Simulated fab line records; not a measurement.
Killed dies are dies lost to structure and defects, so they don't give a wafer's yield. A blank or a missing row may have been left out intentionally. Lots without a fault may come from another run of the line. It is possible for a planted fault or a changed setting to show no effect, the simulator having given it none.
2 desks looking at one fault / flow n5-finfet / numbers are kept per desk, each desk with only its own; the story behind them comes last

== METROLOGY DESK ==
Lot by lot, what the gauges showed, no matter which tool ran the lot: averages of those sampled wafers that carry a number. The brackets show how far a lot's mean lies from the usual mean; more than 4 standard deviations puts the lot out of limits, marked OUT.
Columns: A = trench-depth-nm at N5_BEOL_M8_OCD_MEAS_38, usual 93.8 nm; B = M9_ILD_THK at N5_BEOL_M9_THK_MEAS_01, usual 267 nm
lot=L215; first seen here=day 9 05:13; A=94.6; B=268
lot=L217; first seen here=day 9 14:17; A=93.9; B=267
lot=L218; first seen here=day 9 22:14; A=92.5; B=272
lot=L220; first seen here=day 10 04:56; A=90.2; B=267
lot=L221; first seen here=day 10 07:44; A=92.1; B=272
lot=L223; first seen here=day 10 10:41; A=94.6; B=266
lot=L222; first seen here=day 10 13:59; A=93.6; B=264
lot=L236; first seen here=day 14 12:11; A=93.7; B=271
lot=L233; first seen here=day 15 08:32; A=93.1; B=275
lot=L237; first seen here=day 16 00:17; A=94.5; B=268
lot=L238; first seen here=day 16 12:37; A=92.6; B=266
This desk's finding: nothing out of limits on any of the 11 lots.

== FOR THE TOOL OWNER'S DESK: pecvd-01 ==
The tool's own readings at N5_BEOL_M9_ILD_DEP_00 (deposits SiCOH lowk from DEMS/porogen, target thk 308.51 nm, time 58 s): means of the sampled wafers that have a number, for each lot that ran on this tool. The brackets show how far a lot's mean lies from the usual mean; more than 4 standard deviations puts the lot out of limits, marked OUT.
Columns: A = heater-power-w at N5_BEOL_M9_ILD_DEP_00, usual 339 W; B = showerhead-plenum-p-Torr at N5_BEOL_M9_ILD_DEP_00, usual 5.738 Torr; C = throttle-valve-pct at N5_BEOL_M9_ILD_DEP_00, usual 14.3 %
lot=L221; first seen here=day 10 09:50; A=306; B=5.743; C=14.7
lot=L236; first seen here=day 14 15:10; A=397; B=5.745; C=14.8
lot=L233; first seen here=day 15 10:44; A=317; B=5.757; C=14.6
This desk's finding: nothing out of limits on any of the 3 lots.

== PUT TOGETHER ==
Metrology desk: nothing out of limits seen.
The desk of the tool owner found nothing out of limits.

== WHAT THE SIMULATOR HAD INSERTED ==
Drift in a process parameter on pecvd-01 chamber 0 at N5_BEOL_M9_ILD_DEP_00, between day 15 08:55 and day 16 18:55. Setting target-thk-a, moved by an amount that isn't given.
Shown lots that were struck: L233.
